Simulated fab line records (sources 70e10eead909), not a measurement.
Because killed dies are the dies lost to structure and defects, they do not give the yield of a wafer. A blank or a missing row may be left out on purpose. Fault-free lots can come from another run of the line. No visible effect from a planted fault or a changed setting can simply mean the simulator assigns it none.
Which tool was responsible? | flow nand-harc | Sampling: 13 lots, 39 wafers, 6 of 1302 route steps

== WHAT EACH GAUGE READ, for each wafer ==
NHARC_A_ONON_D2_THK_MEAS_24: measures by ellipsometry. Usual: thk-nm reads 997 nm (standard deviation 10).
lot  | measured     | on            | thk-nm (nm)    | flag
L598 | day 13 12:24 | film-metro-01 | 1004 1007 1008 |
L600 | day 14 01:56 | film-metro-01 | 991 994 991    |
L601 | day 14 13:43 | film-metro-02 | 986 985 983    |
L603 | day 15 03:50 | film-metro-01 | 998 999 999    |
L604 | day 15 13:28 | film-metro-01 | 987 986 989    |
L605 | day 15 23:01 | film-metro-01 | 1007 1006 1006 |
L607 | day 16 09:59 | film-metro-01 | 996 997 999    |
L606 | day 16 09:41 | film-metro-01 | 990 989 988    |
L609 | day 17 10:43 | film-metro-02 | 1006 1004 1003 |
L610 | day 18 00:43 | film-metro-02 | 987 990 988    |
L617 | day 21 08:34 | film-metro-01 | 1000 1000 1001 |
L616 | day 21 08:34 | film-metro-02 | 1008 1009 1008 |
L618 | day 21 15:10 | film-metro-01 | 993 992 995    |

NHARC_A_ONON_D2_THK_MEAS_30: measures by ellipsometry. Usual: thk-nm reads 1002 nm (standard deviation 9.9).
lot  | measured     | on            | thk-nm (nm)             | flag
L598 | day 13 13:32 | film-metro-01 | 1030 1029 1028          |
L600 | day 14 03:04 | film-metro-01 | 1010 1011 1011          |
L601 | day 14 14:52 | film-metro-02 | 1006 1006 1006          |
L603 | day 15 04:58 | film-metro-02 | 992 992 993             |
L604 | day 15 14:36 | film-metro-01 | 1024 1023 1022          |
L605 | day 16 00:10 | film-metro-01 | 989 990 990             |
L607 | day 16 11:08 | film-metro-01 | 1005 1004 1005          |
L606 | day 16 10:49 | film-metro-01 | 1011 1010 1009          |
L609 | day 17 11:51 | film-metro-01 | 1002 1005 1003          |
L610 | day 18 01:52 | film-metro-02 | 985 985 984             |
L617 | day 21 09:41 | film-metro-02 | 1013 1009 1011          |
L616 | day 21 09:41 | film-metro-01 | 912 912 911 910 912 912 | OFF
L618 | day 21 16:18 | film-metro-01 | 905 902 905 902 905 903 | OFF

NHARC_A_ONON_D2_INSPECT_32. Usual: raw-defect-count reads 419 (standard deviation 170).
lot  | measured     | on                | raw-defect-count | flag
L598 | day 13 14:04 | defect-inspect-01 | 410 298 313      |
L600 | day 14 03:37 | defect-inspect-02 | 457 596 264      |
L601 | day 14 15:25 | defect-inspect-02 | 282 335 306      |
L603 | day 15 05:32 | defect-inspect-01 | 305 239 288      |
L604 | day 15 15:11 | defect-inspect-02 | 342 336 776      |
L605 | day 16 00:52 | defect-inspect-01 | 405 564 527      |
L607 | day 16 11:41 | defect-inspect-01 | 523 425 752      |
L606 | day 16 11:22 | defect-inspect-02 | 650 844 516      |
L609 | day 17 12:26 | defect-inspect-01 | 212 234 309      |
L610 | day 18 02:24 | defect-inspect-02 | 218 277 270      |
L617 | day 21 10:13 | defect-inspect-01 | 510 433 469      |
L616 | day 21 13:46 | defect-inspect-02 | 532 468 417      |
L618 | day 21 19:23 | defect-inspect-01 | 564 229 305      |

NHARC_END_SORT_01. Usual: killed-at-array 61, standard deviation 23; killed-at-other 1.3, standard deviation 1.4; killed-at-periphery 4.0, standard deviation 2.6; killed-dies 66, standard deviation 22; killed-open 3.4, standard deviation 1.8; killed-short 2.3, standard deviation 1.4.
lot  | measured     | on        | killed-at-array | killed-at-other | killed-at-periphery | killed-dies | killed-open | killed-short | flag
L598 | day 24 18:42 | prober-01 | 98 97 102       | 1 0 1           | 2 7 1               | 101 104 104 | 4 2 3       | 2 4 2        |
L600 | day 25 04:36 | prober-02 | 55 52 44        | 1 1 0           | 2 2 0               | 58 55 44    | 4 0 6       | 1 3 3        |
L601 | day 25 21:42 | prober-02 | 61 74 70        | 4 3 1           | 5 2 12              | 70 79 83    | 1 4 4       | 1 1 1        |
L603 | day 26 16:12 | prober-01 | 81 70 50        | 2 2 3           | 3 1 3               | 86 73 56    | 4 3 0       | 1 1 1        |
L604 | day 26 21:11 | prober-02 | 26 33 30        | 1 1 0           | 3 2 2               | 30 36 32    | 6 3 2       | 4 3 2        |
L605 | day 27 04:28 | prober-01 | 106 111 114     | 2 1 2           | 4 1 2               | 112 113 118 | 3 2 2       | 3 3 4        |
L607 | day 27 16:37 | prober-02 | 27 32 32        | 1 3 5           | 6 12 8              | 34 47 45    | 3 5 4       | 2 4 3        |
L606 | day 27 16:38 | prober-01 | 111 103 105     | 0 1 0           | 2 6 3               | 113 110 108 | 2 3 5       | 1 1 3        |
L609 | day 28 15:45 | prober-01 | 41 43 42        | 2 0 1           | 3 3 3               | 46 46 46    | 1 3 1       | 4 5 5        |
L610 | day 29 05:47 | prober-01 | 64 70 56        | 4 1 0           | 1 2 5               | 69 73 61    | 4 5 4       | 3 1 4        |
L617 | day 32 17:55 | prober-01 | 53 47 50        | 1 0 0           | 7 5 4               | 61 52 54    | 4 0 4       | 3 1 3        |
L616 | day 32 21:49 | prober-02 | 671 663 669     | 1 2 1           | 5 12 7              | 677 677 677 | 4 3 1       | 4 0 1        | OFF
L618 | day 33 12:38 | prober-02 | 671 673 672     | 3 3 1           | 3 1 4               | 677 677 677 | 3 4 3       | 1 1 1        | OFF

== WHAT TOOL EACH LOT RAN ON (gives the tool, then ch and the chambers of the sampled wafers, and finally the start) ==
lot  | NHARC_A_DECK1_JOINT_CMP_13    | NHARC_A_ONON_D2_DEP_28
L598 | cmp-02 ch 0,1,2, day 11 23:31 | pecvd-onon-04 ch 0, day 13 13:01
L600 | cmp-01 ch 2,3, day 12 09:38   | pecvd-onon-01 ch 0, day 14 02:33
L601 | cmp-02 ch 0,3, day 12 16:25   | pecvd-onon-01 ch 0, day 14 14:24
L603 | cmp-02 ch 0,1,2, day 13 17:53 | pecvd-onon-02 ch 0, day 15 04:28
L604 | cmp-02 ch 1,2,3, day 14 00:16 | pecvd-onon-01 ch 0, day 15 14:05
L605 | cmp-02 ch 0,3, day 14 11:40   | pecvd-onon-02 ch 0, day 15 23:38
L607 | cmp-01 ch 0,3, day 14 22:08   | pecvd-onon-04 ch 0, day 16 10:37
L606 | cmp-03 ch 0,1,2, day 14 22:10 | pecvd-onon-01 ch 0, day 16 10:18
L609 | cmp-03 ch 1,2,3, day 16 01:38 | pecvd-onon-04 ch 0, day 17 11:20
L610 | cmp-03 ch 0,2, day 16 07:49   | pecvd-onon-01 ch 0, day 18 01:21
L617 | cmp-01 ch 0,1,2, day 19 13:16 | pecvd-onon-04 ch 0, day 21 09:10
L616 | cmp-03 ch 0,1,2, day 19 13:17 | pecvd-onon-01 ch 0, day 21 09:14
L618 | cmp-03 ch 1,2, day 20 03:31   | pecvd-onon-01 ch 0, day 21 15:47
- NHARC_A_DECK1_JOINT_CMP_13: polishes, target thk 51.023 nm.
- NHARC_A_ONON_D2_DEP_28: target thk 1000 nm.

== WHAT THE TOOLS THEMSELVES READ (means of the sampled wafers that have a number; where no wafer has one, the mark that the record gives instead) ==
NHARC_A_DECK1_JOINT_CMP_13. Usual: motor-current-A 12.4 A, standard deviation 1.4; slurry-flow-ml-min 150.1, standard deviation 0.43; time-to-endpoint-s 9.4 s, standard deviation 1.8.
lot  | tool   | motor-current-A (A) | slurry-flow-ml-min | time-to-endpoint-s (s) | flag
L598 | cmp-02 | 12.0                | 150.0              | 9.9                    |
L600 | cmp-01 | 12.4                | 149.7              | 10.9                   |
L601 | cmp-02 | 12.2                | 149.8              | 10.0                   |
L603 | cmp-02 | 11.8                | 150.3              | 9.1                    |
L604 | cmp-02 | 12.9                | 150.3              | 7.8                    |
L605 | cmp-02 | 12.5                | 150.0              | 9.5                    |
L607 | cmp-01 | 12.0                | 149.8              | 8.0                    |
L606 | cmp-03 | 13.3                | 150.5              | 7.6                    |
L609 | cmp-03 | 12.4                | 150.1              | 12.9                   |
L610 | cmp-03 | 14.3                | 150.0              | 8.4                    |
L617 | cmp-01 | 12.7                | 149.9              | 9.5                    |
L616 | cmp-03 | 12.8                | 150.5              | 8.2                    |
L618 | cmp-03 | 12.8                | 150.1              | 9.4                    |

== THE ANSWER, worked out from the rows above alone ==
Rule: take the mean of a lot's wafers that have a number; if it is more than 3 standard deviations from the usual mean, the lot is off. A lot without any number at a reading at which 4 lots or more have one is off too. Any other lot the step has rows for is counted as sound. After the gauges, taken in route order, come the tools' own readings; for these a lot's mean is taken, as printed above. At the first step where some lot is off, the reading lying furthest off is the one used; lots without a number count as furthest.
Off, at NHARC_A_ONON_D2_THK_MEAS_30 on thk-nm: L616, L618.
If a tool, at a process step before that reading, ran all the lots that are off and no sound lot after the first of them, it fits. Not tried: the gauges at NHARC_A_ONON_D2_THK_MEAS_30; whatever is off there is also off at NHARC_END_SORT_01, on other tools, and gauge error can't account for it. This does not decide it: 2 tools fit, namely cmp-03 at NHARC_A_DECK1_JOINT_CMP_13 and pecvd-onon-01 at NHARC_A_ONON_D2_DEP_28.

== WHAT WAS PUT IN BY THE SIMULATOR ==
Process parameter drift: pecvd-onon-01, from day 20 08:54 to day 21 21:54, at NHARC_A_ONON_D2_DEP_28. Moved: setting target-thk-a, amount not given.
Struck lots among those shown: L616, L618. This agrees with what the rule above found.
